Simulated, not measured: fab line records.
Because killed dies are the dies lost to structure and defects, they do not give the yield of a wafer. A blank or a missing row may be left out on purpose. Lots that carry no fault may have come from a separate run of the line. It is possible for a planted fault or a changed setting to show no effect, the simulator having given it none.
Matching of chambers + flow n5_finfet + pecvd-01 running N5_BEOL_M1_PECVD_72: 3 sister chambers
The step deposits SiO2 from TEOS/O2, target thk 16 nm, time 18 s. 3 wafers are shown with their chamber, then 9 later ones without.

== EACH WAFER AND ITS CHAMBER ==
| wafer  | chamber | showerhead_plenum_p_Torr (Torr) |
|--------|---------|---------------------------------|
| L087.1 | 1       | 8.83                            |
| L087.3 | 2       | 8.76                            |
| L087.5 | 0       | 8.75                            |

== WAFERS MISSING THEIR CHAMBER ==
| wafer  | showerhead_plenum_p_Torr (Torr) |
|--------|---------------------------------|
| L092.1 | 8.84                            |
| L092.2 | 8.76                            |
| L092.3 | 8.76                            |
| L096.3 | 8.74                            |
| L096.5 | 8.73                            |
| L096.6 | 8.84                            |
| L097.2 | 8.76                            |
| L097.3 | 8.85                            |
| L097.5 | 8.74                            |

== WHICH CHAMBER EACH ONE RAN IN ==
| wafer  | from the rows above     | in truth |
|--------|-------------------------|----------|
| L092.1 | 1                       | 1        |
| L092.2 | can't be placed: 2 or 0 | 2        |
| L092.3 | can't be placed: 2 or 0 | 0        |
| L096.3 | can't be placed: 0 or 2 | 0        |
| L096.5 | can't be placed: 0 or 2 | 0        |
| L096.6 | 1                       | 1        |
| L097.2 | can't be placed: 2 or 0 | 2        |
| L097.3 | 1                       | 1        |
| L097.5 | can't be placed: 0 or 2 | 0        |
Correct placement for 3 of the 9. From these rows, 6 cannot be placed; in 6 the true chamber is one of the candidates. Placed wrongly: 0.
How it was worked out, from the rows above alone: a wafer's distance from a chamber is the root of the sum, over the readings, of the square of ((its reading less the chamber's mean) divided by the reading's scatter). If the next closest chamber is less than 2 further off than the closest, the wafer can't be placed; otherwise it belongs to the closest. Each chamber's mean is taken over the wafers shown for it. The scatter: with one shown wafer a chamber, the root of the mean of the squares of how far each hidden wafer lies from its nearest shown one.
